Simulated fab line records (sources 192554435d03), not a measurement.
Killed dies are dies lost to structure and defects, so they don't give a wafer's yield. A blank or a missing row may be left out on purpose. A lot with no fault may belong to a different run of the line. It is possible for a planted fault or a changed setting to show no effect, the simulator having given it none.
Matching of chambers	flow n5-finfet	N5_GATE_CUT_ETCH_37 on rie-diel-01 has 4 sister chambers
The step etches SOC in N2/H2, target depth 60 nm, overetch 12 nm, time 90 s. 18 wafers are shown with their chamber, then 9 later ones without.

EACH WAFER AND ITS CHAMBER
wafer	chamber	drypump-motor-current-A (A)	throttle-valve-pct (%)	showerhead-plenum-p-Torr (Torr)
L074.3	0	5.9	17.88	2.40
L074.4	2	6.6	18.19	2.51
L074.5	1	4.7	18.16	2.62
L075.1	0	5.9	17.86	2.39
L075.3	3	6.2	17.58	2.47
L075.6	2	6.6	18.20	2.51
L078.1	2	6.6	18.20	2.51
L078.4	2	6.6	18.20	2.51
L078.5	1	4.7	18.17	2.62
L083.4	3	6.2	17.62	2.46
L083.5	0	5.8	17.46	2.71
L083.6	3	6.2	17.62	2.46
L090.3	3	6.3	17.63	2.46
L090.4	0	5.9	17.47	2.70
L090.5	3	6.3	17.64	2.46
L091.2	3	6.2	17.64	2.46
L091.4	0	5.9	17.48	2.70
L091.6	3	6.2	17.64	2.46

SIGNATURES (averages over the wafers above)
reading	chamber 0	chamber 1	chamber 2	chamber 3	scatter within a chamber
drypump-motor-current-A	5.880	4.700	6.600	6.229	0.0399
throttle-valve-pct	17.6300	18.1650	18.1975	17.6243	0.118
showerhead-plenum-p-Torr	2.5800	2.6200	2.5100	2.4614	0.0904
Rule: a wafer's distance from a chamber is the root of the sum, over the readings, of the square of ((its reading less the chamber's mean) divided by the reading's scatter). If the next closest chamber is less than 2 further off than the closest, the wafer can't be placed; otherwise it belongs to the closest. How the scatter is found: for the shown wafers, subtract from each reading the mean of its chamber, square and add these, divide the total by (wafers less chambers), then take the root.

WAFERS WITH NO CHAMBER GIVEN
wafer	drypump-motor-current-A (A)	throttle-valve-pct (%)	showerhead-plenum-p-Torr (Torr)
L092.2	5.9	17.51	2.70
L092.3	4.7	17.76	2.61
L092.5	6.2	17.65	2.45
L093.1	4.7	17.76	2.61
L093.4	4.7	17.75	2.61
L093.6	6.2	17.65	2.45
L097.2	4.7	17.76	2.61
L097.3	5.9	17.51	2.70
L097.4	6.6	17.80	2.50

WHICH CHAMBER EACH WENT THROUGH
wafer	from the rows above	in truth
L092.2	0	0
L092.3	1	1
L092.5	3	3
L093.1	1	1
L093.4	1	1
L093.6	3	3
L097.2	1	1
L097.3	0	0
L097.4	2	2
Correct placement for 9 of the 9. Not placeable from these rows: 0. Number placed wrongly: 0.
